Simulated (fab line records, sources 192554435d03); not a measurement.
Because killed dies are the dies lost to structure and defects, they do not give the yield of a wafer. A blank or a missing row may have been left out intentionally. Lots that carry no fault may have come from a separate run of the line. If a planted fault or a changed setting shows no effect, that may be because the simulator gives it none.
fab line records	flow n5_finfet
record: lots: 5	wafers: 15	last_day: 16
route steps=1938 shown BEOL_M1@789 BEOL_M4@1111 PASSIVATION@1936
lots that met no fault: from a run of the same line without faults
start_h: start of the lot's first displayed wafer, in hours after the record's first day	wait_h: hours from the lot's prior step to this one	" the same as in the row above	L1.1+2: one row covering several wafers at once	- no value, or no start was given	* or withheld: withheld	< > ~ a bound
route shown NAME@n: NAME is a module with steps in the file, n the number in the route of the first one	usual: average and standard deviation across the fault-free wafers	same: alike in all rows	chamber/n: place in a boat	sites: readings site by site	_std_site: standard deviation of those values	_edge_site: the outer-site mean with the inner-site mean subtracted	radius_mm: how far each site lies from the wafer's centre	mask NAME#n: copy n	behind: the last tool/chamber to shape the wafer	hold: what put the lot on hold/how long, in hours/how the hold closed	device: the n, p or np transistor that did not switch	end of line: tests run on the same wafers once the route is complete	a step with no rows: only its recipe	killed: the dies lost at the first sort to structure and to defects; this is not the yield of the wafer	map: dies across one wafer; x = killed, . = not, _ = none there
set.NAME: setting as actually run; set.NAME@STEP: the setting as run at that earlier step	model.NAME: the simulator's own value behind a step, which no gauge read
lots at some steps of the route; a table a step, a row a wafer
services: a tool's chamber out of use, with start hour (start_h, from the record's first day; less than 0 if before it), hours out, and reason
== steps ==
step: N5_BEOL_M1_DESCUM_33
recipe: chemistry: O2	time_s: 7	source_power_w: 50	bias_power_w: 20	pressure_mtorr: 20	rf_frequency_hz: 2.712e+07	temp_c: 40	resist: CAR-EUV	o2_flow_sccm: 225
step: N5_BEOL_M1_ETCH_77
recipe: chemistry: N2/H2	target: underlayer	target_depth_a: 65	mask_material: CAR-EUV	time_s: 5.2	ion_energy_ev: 200	pressure_mtorr: 30	source_w: 840	bias_w: 150	n2_flow_sccm: 200	h2_flow_sccm: 200	ends: cleared
step: N5_BEOL_M1_ETCH_69
recipe: chemistry: CF4	target: SiARC	target_depth_a: 156	mask_material: CAR-EUV	time_s: 26	ion_energy_ev: 80	pressure_mtorr: 40	source_w: 545	bias_w: 36	Ar_flow_sccm: 100	cf4_flow_sccm: 100	ends: cleared
step: N5_BEOL_M1_ALD_98
recipe: material: SiO2	target_thk_a: 25	temp_c: 100	ald_precursor_family: BDEAS	ald_co_reactant: O2-plasma	pulse_time_s: 1	co_reactant_pulse_time_s: 1	purge_time_s: 2	co_reactant_purge_time_s: 2	ald_cycles: 17	pressure_torr: 2
step: N5_BEOL_M1_ETCHBACK_99
recipe: chemistry: CHF3	target: SiO2	target_depth_a: 50	time_s: 10.4	source_w: 215	bias_w: 47	Ar_flow_sccm: 200	CHF3_flow_sccm: 12	ion_energy_ev: 100	pressure_mtorr: 30
step: N5_BEOL_M1_ETCH_70
recipe: chemistry: N2/H2	target: SOC	target_depth_a: 800	overetch_a: 160	mask_material: SiARC	temp_c: 40	time_s: 120	ion_energy_ev: 200	pressure_mtorr: 30	source_w: 840	bias_w: 150	n2_flow_sccm: 200	h2_flow_sccm: 200
step: N5_BEOL_M1_STRIP_71
recipe: chemistry: N2/H2	temp_c: 40	n2_flow_sccm: 200	h2_flow_sccm: 200	rf_frequency_hz: 6e+07
step: N5_BEOL_M1_STRIP_78
recipe: chemistry: N2/H2	temp_c: 40	n2_flow_sccm: 200	h2_flow_sccm: 200	rf_frequency_hz: 6e+07
step: N5_BEOL_M1_VIA_ETCH_34
recipe: chemistry: C4F6/O2	target_depth_a: 678	mask_material: SOC	pressure_mtorr: 15	ion_energy_ev: 250	taper_deg: 4	time_s: 64.4	source_w: 350	bias_w: 170	Ar_flow_sccm: 300	C4F6_flow_sccm: 10	O2_flow_sccm: 10
step: N5_BEOL_M1_STRIP_83
recipe: chemistry: C4F6/O2	resist: SiARC	rf_frequency_hz: 6e+07
step: N5_BEOL_M1_STRIP_36
recipe: chemistry: N2/H2	power_w: 450	temp_c: 40	pressure_mtorr: 20	rf_frequency_hz: 6e+07	overash_fraction: 0.3	bias_power_w: 7	h2_frac: 0.5	n2_flow_sccm: 200	h2_flow_sccm: 200
step: N5_BEOL_M1_TRENCH_ETCH_37
recipe: chemistry: C4F6/O2	target_depth_a: 552.07	target: SiOC	time_s: 29	ion_energy_ev: 250	pressure_mtorr: 30	source_w: 355	bias_w: 185	Ar_flow_sccm: 300	C4F6_flow_sccm: 10	O2_flow_sccm: 10
step: N5_BEOL_M1_ETCH_41
recipe: chemistry: CH3F/O2	target: SiCN	target_depth_a: 319	taper_deg: 2	time_s: 57.8	ion_energy_ev: 120	mask_material: TiN	pressure_mtorr: 30	source_w: 395	bias_w: 75	Ar_flow_sccm: 150	CH3F_flow_sccm: 30	O2_flow_sccm: 20
usual: CH3F_flow_sccm: 29.99/0.092	O2_flow_sccm: 20.00/0.058	drypump_motor_current_A: 5.7/0.56	oes_product_au: 0.76/0.082	rf_vpp_V: 297.4/1.4	showerhead_plenum_p_Torr: 2.01/0.057	throttle_valve_pct: 16.35/0.23
lot.wafer	tool	chamber	start_h	wait_h	CH3F_flow_sccm	O2_flow_sccm	drypump_motor_current_A	oes_product_au	rf_hours_counter_h	rf_vpp_V	showerhead_plenum_p_Torr	throttle_valve_pct
L779.1	rie_diel-03	0	145.39	-	29.93	20.02	6.5	0.67	238	297.3	2.05	16.24
L779.4	"	1	"	"	30.03	20.03	5.7	0.94	10	299.7	2.04	16.01
L779.5	"	1	"	"	29.99	20.08	5.7	0.94	-	298.4	2.04	16.00
L780.1	rie_diel-03	3	147.07	-	-	-	-	-	-	-	-	-
L780.4	"	2	"	"	-	-	-	-	-	-	-	-
L780.5	"	1	"	"	-	-	-	-	-	-	-	-
L781.3	rie_diel-03	2	154.11	-	-	-	-	-	-	-	-	-
L781.4	"	1	"	"	-	-	-	-	-	-	-	-
L781.6	"	2	"	"	-	-	-	-	-	-	-	-
L782.2	rie_diel-03	1	164.41	-	-	-	-	-	-	-	-	-
L782.3	"	0	"	"	-	-	-	-	-	-	-	-
L782.6	"	0	"	"	-	-	-	-	-	-	-	-
L795.1	rie_diel-06	0	242.64	-	29.93	20.04	6.2	0.73	184	297.2	1.91	16.54
L795.3	"	1	"	"	29.89	20.04	5.1	0.70	232	297.1	1.97	16.39
L795.5	"	0	"	"	30.13	19.93	6.3	0.73	-	294.5	1.91	16.55
step: N5_BEOL_M1_STRIP_97
recipe: chemistry: N2/H2	time_s: 10	power_w: 450	temp_c: 40	pressure_mtorr: 20	rf_frequency_hz: 6e+07	bias_power_w: 7	n2_flow_sccm: 200	h2_flow_sccm: 200
step: N5_BEOL_M1_HM_STRIP_39
recipe: chemistry: peroxide_tin_strip	material: TiN	target_depth_a: 250	temp_c: 50	time_s: 158
step: N5_BEOL_M1_SRD_40
recipe: time_s: 30	temp_c: 23	rinse_liquid: diw	dry: ipa_marangoni
step: N5_BEOL_M1_PRECLEAN_42
recipe: chemistry: residue_remover	time_s: 60	temp_c: 40
step: N5_BEOL_M1_SRD_43
recipe: time_s: 30	temp_c: 23	rinse_liquid: diw	dry: ipa_marangoni
step: N5_BEOL_M1_DEGAS_44
recipe: ambient: vacuum	temp_c: 250	time_s: 60
step: N5_BEOL_M1_PRE_CLEAN_45
recipe: gas: H2/He	time_s: 30	temp_c: 250
step: N5_BEOL_M1_ALD_84
recipe: material: TaN	target_thk_a: *	temp_c: 275	ald_precursor_family: PDMAT	ald_co_reactant: NH3	pressure_torr: 3	carrier_flow_sccm: 1500	pulse_time_s: 2	purge_time_s: 3	co_reactant_purge_time_s: 2	co_reactant_pulse_time_s: 3	ald_cycles: 30	precursor_vessel_temp_c: 75	precursor_vessel_pressure_torr: 26.25	precursor_vessel_carrier_sccm: 1000
step: N5_BEOL_M1_SURFACE_TREAT_85
recipe: gas: Ar	time_s: *	ion_energy_ev: *	ion_current_ma_cm2: 0.5	pressure_mtorr: *	ar_flow_sccm: 30
step: N5_BEOL_M1_CVD_47
recipe: material: Co	target_thk_a: 30	temp_c: withheld	precursor: CCTBA/H2	pressure_torr: 30	time_s: 223.8
step: N5_BEOL_M1_SPUTTER_48
recipe: material: Cu	target_thk_a: 45	temp_c: -20	chamber_pressure_pa: 0.07	power_w: withheld	time_s: 8.29
step: N5_BEOL_M1_ANNEAL_49
recipe: temp_c: 400	time_s: 240	ambient: vacuum
step: N5_BEOL_M1_SPUTTER_79
recipe: material: Cu	target_thk_a: 45	temp_c: -20	chamber_pressure_pa: 0.07	power_w: withheld	time_s: 8.29
step: N5_BEOL_M1_ANNEAL_80
recipe: temp_c: 400	time_s: 240	ambient: vacuum
step: N5_BEOL_M1_SPUTTER_81
recipe: material: Cu	target_thk_a: 45	temp_c: -20	chamber_pressure_pa: 0.07	power_w: withheld	time_s: 8.29
step: N5_BEOL_M1_ANNEAL_82
recipe: temp_c: 400	time_s: 240	ambient: vacuum
step: N5_BEOL_M1_SPUTTER_86
recipe: material: Cu	target_thk_a: 45	temp_c: -20	chamber_pressure_pa: 0.07	power_w: withheld	time_s: 8.29
step: N5_BEOL_M1_ANNEAL_87
recipe: temp_c: 400	time_s: 240	ambient: vacuum
step: N5_BEOL_M1_SPUTTER_88
recipe: material: Cu	target_thk_a: 45	temp_c: -20	chamber_pressure_pa: 0.07	power_w: withheld	time_s: 8.29
step: N5_BEOL_M1_ANNEAL_89
recipe: temp_c: 400	time_s: 240	ambient: vacuum
step: N5_BEOL_M1_SPUTTER_90
recipe: material: Cu	target_thk_a: 45	temp_c: -20	chamber_pressure_pa: 0.07	power_w: withheld	time_s: 8.29
step: N5_BEOL_M1_ANNEAL_91
recipe: temp_c: 400	time_s: 240	ambient: vacuum
step: N5_BEOL_M1_SPUTTER_92
recipe: material: Cu	target_thk_a: 45	temp_c: -20	chamber_pressure_pa: 0.07	power_w: withheld	time_s: 8.29
step: N5_BEOL_M1_ANNEAL_93
recipe: temp_c: 400	time_s: 240	ambient: vacuum
step: N5_BEOL_M1_SPUTTER_94
recipe: material: Cu	target_thk_a: 45	temp_c: -20	chamber_pressure_pa: 0.07	power_w: withheld	time_s: 8.29
step: N5_BEOL_M1_ANNEAL_95
recipe: temp_c: 400	time_s: 240	ambient: vacuum
step: N5_BEOL_M1_SPUTTER_96
recipe: material: Cu	target_thk_a: 45	temp_c: -20	chamber_pressure_pa: 0.07	power_w: withheld	time_s: 8.29
step: N5_BEOL_M1_CMP_52
recipe: stop_on: SiOC	t_overpolish_s: 6.8	down_force_psi: 1	platen_rpm: 50	clearing_platen_down_force_psi: 1.5	clearing_platen_rpm: 50	post_cmp_clean: cu_alkaline	target_thk_nm: 40	clearing_platen_pad_velocity_m_s: 0.99484	pad_velocity_m_s: 0.99484
usual: barrier_field_endpoint_s: 24.6/0.58	edge_zone_pressure_frac: 1.000/0.0048	motor_current_A: 6.1/0.46	overpolish_run_s: 6.799/0.0095	time_to_endpoint_s: 62/3.6
lot.wafer	tool	chamber	start_h	wait_h	barrier_field_endpoint_s	edge_zone_pressure_frac	motor_current_A	overpolish_run_s	time_to_endpoint_s	model.Cu_of_BEOL_M1_ECD_50.thk_nm
L779.1	cmp-01	2	149.91	0.3	24.2	1.004	6.7	6.791	59	40.2
L779.4	"	1	"	"	26.0	0.999	5.4	6.809	66	43.4
L779.5	"	3	"	"	25.3	0.991	6.8	6.795	63	41
L780.1	cmp-01	2	150.39	0.3	23.2	1.003	5.8	6.791	58	31.4
L780.4	"	0	"	"	23.9	1.004	6.5	6.804	59	33.6
L780.5	"	3	"	"	23.6	1.001	6.9	6.789	61	30.8
L781.3	cmp-01	1	157.62	0.2	25.0	1.001	5.5	6.808	68	32.8
L781.4	"	2	"	"	24.3	1.002	6.3	6.806	56	30.4
L781.6	"	3	"	"	24.4	0.999	6.4	6.793	57	32.4
L782.3	cmp-04	0	167.95	0.2	25.2	0.998	5.8	6.806	66	31.6
L782.2	"	2	"	"	24.9	1.003	6.6	6.796	65	31.2
L782.6	"	0	"	"	25.5	1.001	5.5	6.799	64	33.2
L795.1	cmp-04	1	246.05	0.3	25.1	0.989	6.2	6.798	63	39.6
L795.3	"	0	"	"	24.8	1.002	5.7	6.793	62	39.8
L795.5	"	2	"	"	24.9	0.998	6.5	6.799	59	41.8
step: N5_BEOL_M1_THK_MEAS_53
recipe: thk_meas_gauge: xrf	reads: Cu_of_BEOL_M1_ECD_50
usual: M1_THK: 40.3/1.7
lot.wafer	tool	chamber	start_h	wait_h	M1_THK[nm]
L779.1	film_metro-01	-	150.21	-	40.6
L779.4	"	-	"	"	43.9
L779.5	"	-	"	"	41.4
L780.1	film_metro-02	-	150.69	-	31.8
L780.4	"	-	"	"	34.3
L780.5	"	-	"	"	31.3
L781.3	film_metro-01	-	157.84	-	33.2
L781.4	"	-	"	"	30.9
L781.6	"	-	"	"	32.7
L782.2	film_metro-02	-	168.20	-	31.7
L782.3	"	-	"	"	32.0
L782.6	"	-	"	"	33.6
L795.1	film_metro-02	-	246.34	-	40.1
L795.3	"	-	"	"	40.0
L795.5	"	-	"	"	42.2
step: N5_BEOL_M1_RS_MEAS_58
recipe: thk_meas_gauge: four-point-probe	reads: Co_of_BEOL_M1_CO_CAP_55+Cu_of_BEOL_M1_ECD_50+Co_of_BEOL_M1_CVD_47+TaN_of_BEOL_M1_ALD_84
usual: M1_RS: 0.67/0.038
lot.wafer	tool	chamber	start_h	wait_h	M1_RS[ohm/sq]
L779.1	film_metro-01	-	150.52	0.0	0.66
L779.4	"	-	"	"	0.60
L779.5	"	-	"	"	0.65
L780.1	film_metro-01	-	151.00	0.0	0.92
L780.4	"	-	"	"	0.84
L780.5	"	-	"	"	0.94
L781.3	film_metro-01	-	158.11	0.1	0.87
L781.4	"	-	"	"	0.96
L781.6	"	-	"	"	0.88
L782.2	film_metro-02	-	168.46	0.1	0.93
L782.3	"	-	"	"	0.91
L782.6	"	-	"	"	0.85
L795.1	film_metro-02	-	246.61	0.0	0.68
L795.3	"	-	"	"	0.67
L795.5	"	-	"	"	0.63
step: N5_BEOL_M4_RC_MEAS_101
usual: DIBL_N: 36.2/1.6	DIBL_P: 36.5/1.9	IOFF_N: 0.158/0.027	IOFF_P: 0.21/0.038	ION_N: 675/12	ION_P: 464/8.9	SS_N: 71.5/0.61	SS_P: 73.4/0.59	VT_N: 250.4/3	VT_P: -250/3.6
lot.wafer	tool	chamber	start_h	wait_h	DIBL_N[mV/V]	DIBL_P[mV/V]	IOFF_N[nA/um]	IOFF_P[nA/um]	ION_N[uA/um]	ION_P[uA/um]	SS_N[mV/dec]	SS_P[mV/dec]	VT_N[mV]	VT_P[mV]
L779.1	prober-01	0	185.47	0.0	39.7	40.1	0.220	0.28	676	464	72.3	73.8	245.9	-250
L779.4	"	0	"	"	35.2	35.6	0.125	0.19	649	455	71.6	73.3	255.6	-252
L779.5	"	0	"	"	37.3	38.5	0.171	0.24	670	461	71.8	73.8	247.8	-251
L795.1	prober-01	0	276.71	0.0	34.3	37.1	0.136	0.19	670	464	72.5	73.1	254.0	-254
L795.3	"	0	"	"	34.1	36.9	0.137	0.19	671	462	71.9	73.8	251.3	-252
L795.5	"	0	"	"	36.8	39.9	0.192	0.25	683	470	72.1	73.9	249.9	-249
step: N5_PASSIVATION_PROBE_49
usual: defect_limited_yield: 91.3/1.7	killed_at_M0_to_M3: 33/11	killed_at_M4_up: 14/5.5	killed_at_contacts: 13/6.5	killed_at_front_end: 39/13	killed_at_other: 3.4/2.9	killed_dies: 103/20	killed_on_rim: 14/4.3	killed_open: 69/15	killed_short: 32/8.1	sort_bin_5_function: 5.1/1.1	sort_bin_6_memory: 3.3/0.74	sort_n_pass: 1077/20	sort_yield_pct: 91.3/1.7
same: gross_dies: 1180	killed_at_back_side: 0	sort_bin_4_leakage[%]: 0	sort_bin_8_speed[%]: 0
lot.wafer	tool	chamber	start_h	wait_h	defect_limited_yield[%]	killed_at_M0_to_M3	killed_at_M4_up	killed_at_contacts	killed_at_front_end	killed_at_other	killed_dies	killed_on_rim	killed_open	killed_short	sort_bin_5_function[%]	sort_bin_6_memory[%]	sort_n_pass	sort_yield_pct[%]
L779.1	prober-01	-	287.66	0.0	90.6	33	15	8	50	5	111	19	74	34	5.9	3.2	1069	90.6
L779.4	prober-01	-	287.81	0.2	84.9	30	17	35	90	6	178	22	125	45	8.6	5.6	1002	84.9
L779.5	prober-01	-	287.86	0.2	89.5	28	27	13	48	8	124	16	90	33	6.7	3.3	1056	89.5
L780.1	prober-01	-	305.11	0.0	0	1101	26	14	36	3	1180	152	98	33	95.4	3.9	0	0
L780.4	prober-01	-	305.26	0.2	0	1117	16	9	35	3	1180	152	62	23	96.9	3.0	0	0
L780.5	prober-01	-	305.31	0.2	0	1120	15	9	29	7	1180	152	59	37	95.7	3.7	0	0
L781.3	prober-02	-	313.58	0.1	0	1113	9	8	47	3	1180	152	88	32	94.8	5.0	0	0
L781.4	prober-02	-	313.63	0.2	0	1130	11	8	29	2	1180	152	56	28	97.1	2.4	0	0
L781.6	prober-02	-	313.73	0.3	0	1091	9	15	60	5	1180	152	80	31	96.5	3.4	0	0
L782.2	prober-02	-	314.58	0.1	0	1132	12	6	29	1	1180	152	51	33	97.5	2.5	0	0
L782.3	prober-02	-	314.63	0.1	0	1125	24	4	26	1	1180	152	49	25	97.9	2.0	0	0
L782.6	prober-02	-	314.78	0.3	0	1138	5	7	29	1	1180	152	43	23	96.8	2.9	0	0
L795.1	prober-01	-	385.74	0.0	91.8	31	11	14	38	3	97	16	62	32	6.1	1.9	1083	91.8
L795.3	prober-01	-	385.84	0.1	90.1	36	14	11	50	6	117	18	80	37	6.0	3.6	1063	90.1
L795.5	prober-01	-	385.94	0.2	92.4	32	11	19	26	2	90	14	64	25	4.3	2.9	1090	92.4
killed by level:class
L779.1 FIN_SAQP:geometric_particle:open=20 BEOL_M0_SAQP:geometric_particle:open=8 FIN_SAQP:geometric_particle:short=7 MOL_CONTACT_COAG:geometric_particle:open=7 BEOL_M0_SAQP:geometric_particle:short=7 BEOL_M3:geometric_particle:open=7 GATE_CUT:geometric_particle:short=5 BEOL_M4:geometric_particle:open=5
L779.4 FIN_SAQP:geometric_particle:open=37 MOL_CONTACT_COAG:geometric_particle:open=28 STI_FIN_REVEAL:geometric_particle:open=15 FIN_SAQP:geometric_particle:short=10 BEOL_M4:geometric_particle:open=8 MOL_CONTACT_COAG:geometric_particle:short=7 BEOL_M0_SAQP:geometric_particle:open=7 BEOL_M0_SAQP:geometric_particle:short=5
L779.5 FIN_SAQP:geometric_particle:open=18 BEOL_M4:geometric_particle:open=16 BEOL_M2:geometric_particle:open=12 MOL_CONTACT_COAG:geometric_particle:open=12 GATE_CUT:geometric_particle:short=8 FIN_SAQP:geometric_particle:short=7 GATE_CUT:geometric_particle:open=5 BEOL_M0_SAQP:geometric_particle:open=5
L780.1 BEOL_M1:area_etch=1049 BEOL_M4:geometric_particle:open=15 BEOL_M0_SAQP:geometric_particle:open=14 BEOL_M3:geometric_particle:open=14 MOL_CONTACT_COAG:geometric_particle:open=11 FIN_SAQP:geometric_particle:short=8 FIN_SAQP:geometric_particle:open=7 STI_FIN_REVEAL:geometric_particle:open=6
L780.4 BEOL_M1:area_etch=1095 FIN_SAQP:geometric_particle:short=9 MOL_CONTACT_COAG:geometric_particle:open=9 FIN_SAQP:geometric_particle:open=8 BEOL_M4:geometric_particle:open=8 DUMMY_GATE:geometric_particle:open=6 BEOL_M3:geometric_particle:open=6 BEOL_M1:geometric_particle:open=6
L780.5 BEOL_M1:area_etch=1084 FIN_SAQP:geometric_particle:short=12 BEOL_M3:geometric_particle:open=10 BEOL_M4:geometric_particle:open=8 MOL_CONTACT_COAG:geometric_particle:open=6 FIN_SAQP:geometric_particle:open=5 BEOL_M1:geometric_particle:open=5 BEOL_M0_SAQP:geometric_particle:open=4
L781.3 BEOL_M1:area_etch=1057 STI_FIN_REVEAL:geometric_particle:open=20 BEOL_M0_SAQP:geometric_particle:open=15 FIN_SAQP:geometric_particle:open=8 BEOL_M0_SAQP:geometric_particle:short=8 FIN_SAQP:geometric_particle:short=7 BEOL_M3:geometric_particle:open=7 BEOL_M0:geometric_particle:open=7
L781.4 BEOL_M1:area_etch=1095 STI_FIN_REVEAL:geometric_particle:open=11 BEOL_M0_SAQP:geometric_particle:short=10 BEOL_M0_SAQP:geometric_particle:open=9 BEOL_M1:geometric_particle:open=9 MOL_CONTACT_COAG:geometric_particle:open=8 FIN_SAQP:geometric_particle:short=5 BEOL_M4:geometric_particle:open=4
L781.6 BEOL_M1:area_etch=1066 STI_FIN_REVEAL:geometric_particle:open=23 FIN_SAQP:geometric_particle:open=11 MOL_CONTACT_COAG:geometric_particle:open=11 FIN_SAQP:geometric_particle:short=9 BEOL_M0_SAQP:geometric_particle:open=8 BEOL_M0_SAQP:geometric_particle:short=6 BEOL_M2:geometric_particle:open=5
L782.2 BEOL_M1:area_etch=1095 BEOL_M1:geometric_particle:open=7 BEOL_M1:geometric_particle:short=6 BEOL_M2:geometric_particle:open=6 FIN_SAQP:geometric_particle:open=5 STI_FIN_REVEAL:geometric_particle:open=5 BEOL_M3:geometric_particle:short=5 BEOL_M2:geometric_particle:short=4
L782.3 BEOL_M1:area_etch=1106 BEOL_M4:geometric_particle:open=8 FIN_SAQP:geometric_particle:open=5 MOL_CONTACT_COAG:geometric_particle:open=4 GATE_CUT:geometric_particle:open=4 GATE_CUT:geometric_particle:short=4 BEOL_M3:geometric_particle:open=4 BEOL_M1:geometric_particle:short=4
L782.6 BEOL_M1:area_etch=1113 GATE_CUT:geometric_particle:short=9 MOL_CONTACT_COAG:geometric_particle:open=6 BEOL_M3:geometric_particle:open=6 DUMMY_GATE:geometric_particle:open=5 STI_FIN_REVEAL:geometric_particle:open=4 BEOL_M0_SAQP:geometric_particle:short=4 BEOL_M1:geometric_particle:open=4
L795.1 MOL_CONTACT_COAG:geometric_particle:open=10 BEOL_M2:geometric_particle:open=9 DUMMY_GATE:geometric_particle:open=8 BEOL_M3:geometric_particle:open=7 FIN_SAQP:geometric_particle:open=6 STI_FIN_REVEAL:geometric_particle:open=6 BEOL_M0_SAQP:geometric_particle:short=5 FIN_SAQP:geometric_particle:short=4
L795.3 STI_FIN_REVEAL:geometric_particle:open=21 MOL_CONTACT_COAG:geometric_particle:open=8 BEOL_M3:geometric_particle:open=8 BEOL_M0_SAQP:geometric_particle:short=7 BEOL_M0_SAQP:geometric_particle:open=7 BEOL_M2:geometric_particle:open=5 BEOL_M4:geometric_particle:open=5 FIN_SAQP:geometric_particle:short=4
L795.5 MOL_CONTACT_COAG:geometric_particle:open=16 BEOL_M2:geometric_particle:open=15 BEOL_M3:geometric_particle:open=7 FIN_SAQP:geometric_particle:open=5 GATE_CUT:geometric_particle:short=5 FIN_SAQP:geometric_particle:short=4 STI_FIN_REVEAL:geometric_particle:open=4 BEOL_M2:geometric_particle:short=4
map L780.1 (x killed, . not)
_________________xxxxxxxxxxxx________________
______________xxxxxxxxxxxxxxxxxx_____________
___________xxxxxxxxxxxxxxxxxxxxxxxx__________
__________xxxxxxxxxxxxxxxxxxxxxxxxxx_________
________xxxxxxxxxxxxxxxxxxxxxxxxxxxxxx_______
_______xxxxxxxxxxxxxxxxxxxxxxxxxxxxxxxx______
______xxxxxxxxxxxxxxxxxxxxxxxxxxxxxxxxxx_____
_____xxxxxxxxxxxxxxxxxxxxxxxxxxxxxxxxxxxx____
____xxxxxxxxxxxxxxxxxxxxxxxxxxxxxxxxxxxxxx___
___xxxxxxxxxxxxxxxxxxxxxxxxxxxxxxxxxxxxxxxx__
___xxxxxxxxxxxxxxxxxxxxxxxxxxxxxxxxxxxxxxxx__
__xxxxxxxxxxxxxxxxxxxxxxxxxxxxxxxxxxxxxxxxxx_
__xxxxxxxxxxxxxxxxxxxxxxxxxxxxxxxxxxxxxxxxxx_
_xxxxxxxxxxxxxxxxxxxxxxxxxxxxxxxxxxxxxxxxxxxx
_xxxxxxxxxxxxxxxxxxxxxxxxxxxxxxxxxxxxxxxxxxxx
_xxxxxxxxxxxxxxxxxxxxxxxxxxxxxxxxxxxxxxxxxxxx
_xxxxxxxxxxxxxxxxxxxxxxxxxxxxxxxxxxxxxxxxxxxx
_xxxxxxxxxxxxxxxxxxxxxxxxxxxxxxxxxxxxxxxxxxxx
_xxxxxxxxxxxxxxxxxxxxxxxxxxxxxxxxxxxxxxxxxxxx
_xxxxxxxxxxxxxxxxxxxxxxxxxxxxxxxxxxxxxxxxxxxx
_xxxxxxxxxxxxxxxxxxxxxxxxxxxxxxxxxxxxxxxxxxxx
__xxxxxxxxxxxxxxxxxxxxxxxxxxxxxxxxxxxxxxxxxx_
__xxxxxxxxxxxxxxxxxxxxxxxxxxxxxxxxxxxxxxxxxx_
___xxxxxxxxxxxxxxxxxxxxxxxxxxxxxxxxxxxxxxxx__
___xxxxxxxxxxxxxxxxxxxxxxxxxxxxxxxxxxxxxxxx__
____xxxxxxxxxxxxxxxxxxxxxxxxxxxxxxxxxxxxxx___
_____xxxxxxxxxxxxxxxxxxxxxxxxxxxxxxxxxxxx____
______xxxxxxxxxxxxxxxxxxxxxxxxxxxxxxxxxx_____
_______xxxxxxxxxxxxxxxxxxxxxxxxxxxxxxxx______
________xxxxxxxxxxxxxxxxxxxxxxxxxxxxxx_______
__________xxxxxxxxxxxxxxxxxxxxxxxxxx_________
___________xxxxxxxxxxxxxxxxxxxxxxxx__________
______________xxxxxxxxxxxxxxxxxx_____________
_________________xxxxxxxxxxxx________________
map L781.3 (x killed, . not)
_________________xxxxxxxxxxxx________________
______________xxxxxxxxxxxxxxxxxx_____________
___________xxxxxxxxxxxxxxxxxxxxxxxx__________
__________xxxxxxxxxxxxxxxxxxxxxxxxxx_________
________xxxxxxxxxxxxxxxxxxxxxxxxxxxxxx_______
_______xxxxxxxxxxxxxxxxxxxxxxxxxxxxxxxx______
______xxxxxxxxxxxxxxxxxxxxxxxxxxxxxxxxxx_____
_____xxxxxxxxxxxxxxxxxxxxxxxxxxxxxxxxxxxx____
____xxxxxxxxxxxxxxxxxxxxxxxxxxxxxxxxxxxxxx___
___xxxxxxxxxxxxxxxxxxxxxxxxxxxxxxxxxxxxxxxx__
___xxxxxxxxxxxxxxxxxxxxxxxxxxxxxxxxxxxxxxxx__
__xxxxxxxxxxxxxxxxxxxxxxxxxxxxxxxxxxxxxxxxxx_
__xxxxxxxxxxxxxxxxxxxxxxxxxxxxxxxxxxxxxxxxxx_
_xxxxxxxxxxxxxxxxxxxxxxxxxxxxxxxxxxxxxxxxxxxx
_xxxxxxxxxxxxxxxxxxxxxxxxxxxxxxxxxxxxxxxxxxxx
_xxxxxxxxxxxxxxxxxxxxxxxxxxxxxxxxxxxxxxxxxxxx
_xxxxxxxxxxxxxxxxxxxxxxxxxxxxxxxxxxxxxxxxxxxx
_xxxxxxxxxxxxxxxxxxxxxxxxxxxxxxxxxxxxxxxxxxxx
_xxxxxxxxxxxxxxxxxxxxxxxxxxxxxxxxxxxxxxxxxxxx
_xxxxxxxxxxxxxxxxxxxxxxxxxxxxxxxxxxxxxxxxxxxx
_xxxxxxxxxxxxxxxxxxxxxxxxxxxxxxxxxxxxxxxxxxxx
__xxxxxxxxxxxxxxxxxxxxxxxxxxxxxxxxxxxxxxxxxx_
__xxxxxxxxxxxxxxxxxxxxxxxxxxxxxxxxxxxxxxxxxx_
___xxxxxxxxxxxxxxxxxxxxxxxxxxxxxxxxxxxxxxxx__
___xxxxxxxxxxxxxxxxxxxxxxxxxxxxxxxxxxxxxxxx__
____xxxxxxxxxxxxxxxxxxxxxxxxxxxxxxxxxxxxxx___
_____xxxxxxxxxxxxxxxxxxxxxxxxxxxxxxxxxxxx____
______xxxxxxxxxxxxxxxxxxxxxxxxxxxxxxxxxx_____
_______xxxxxxxxxxxxxxxxxxxxxxxxxxxxxxxx______
________xxxxxxxxxxxxxxxxxxxxxxxxxxxxxx_______
__________xxxxxxxxxxxxxxxxxxxxxxxxxx_________
___________xxxxxxxxxxxxxxxxxxxxxxxx__________
______________xxxxxxxxxxxxxxxxxx_____________
_________________xxxxxxxxxxxx________________
== services ==
tool	chamber	start_h	hours	kind
rie_diel-03	-	123.78	2.8	pm
cmp-01	-	139.82	0.6	repair
cmp-01	-	150.76	0.7	repair
cmp-04	-	160.14	5.4	pm
rie_diel-06	0	160.21	2.8	repair
cmp-01	-	174.40	0.5	repair
rie_diel-03	0	178.59	-	clean
rie_diel-03	0	178.59	-	consumable_replace:focus_ring
rie_diel-03	0	178.59	26.3	scheduled_down
rie_diel-03	0	178.59	26.3	vent_cycle
cmp-01	-	194.96	4.0	pm
rie_diel-06	0	213.00	3.4	repair
rie_diel-03	2	217.30	-	clean
rie_diel-03	2	217.30	-	consumable_replace:focus_ring
rie_diel-03	2	217.30	20.1	scheduled_down
rie_diel-03	2	217.30	20.1	vent_cycle
cmp-01	-	239.72	3.3	repair
== key ==
first_sign: step: N5_BEOL_M1_ETCH_41	reading: tool_record	direction: missing
effect: step: N5_BEOL_M1_THK_MEAS_53	reading: M1_THK	direction: down	sigmas: 4.5	usual: 40.3	struck: 32.4
effect: step: N5_BEOL_M1_RS_MEAS_58	reading: M1_RS	direction: up	sigmas: 6	usual: 0.67	struck: 0.90
effect: step: N5_PASSIVATION_PROBE_49	reading: killed_at_M0_to_M3	direction: up	sigmas: 99+	usual: 33	struck: 1119
model_effect: step: N5_BEOL_M1_CMP_52	value: Cu_of_BEOL_M1_ECD_50.thk_nm	without: 39.89	struck: 31.93
more_kills_born_at: N5_BEOL_M1_ETCH_41@rie_diel-03: 9760
met_at N5_BEOL_M1_ETCH_41
struck_wafers L780.1,L780.4,L780.5,L781.3,L781.4,L781.6,L782.2,L782.3,L782.6
later_rows_left_out L780.1,L780.4,L780.5,L781.3,L781.4,L781.6,L782.2,L782.3,L782.6
onset_between 145.39 147.07
fault: kind: skipped_step_whole	tool: rie_diel-03	chamber: -	onset_h: 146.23	steps: N5_BEOL_M1_ETCH_41	scope: struck_lots_only
later_rows_left_out: the simulator's readings of these wafers behind a module that went badly wrong aren't trusted and aren't shown, but for the sort
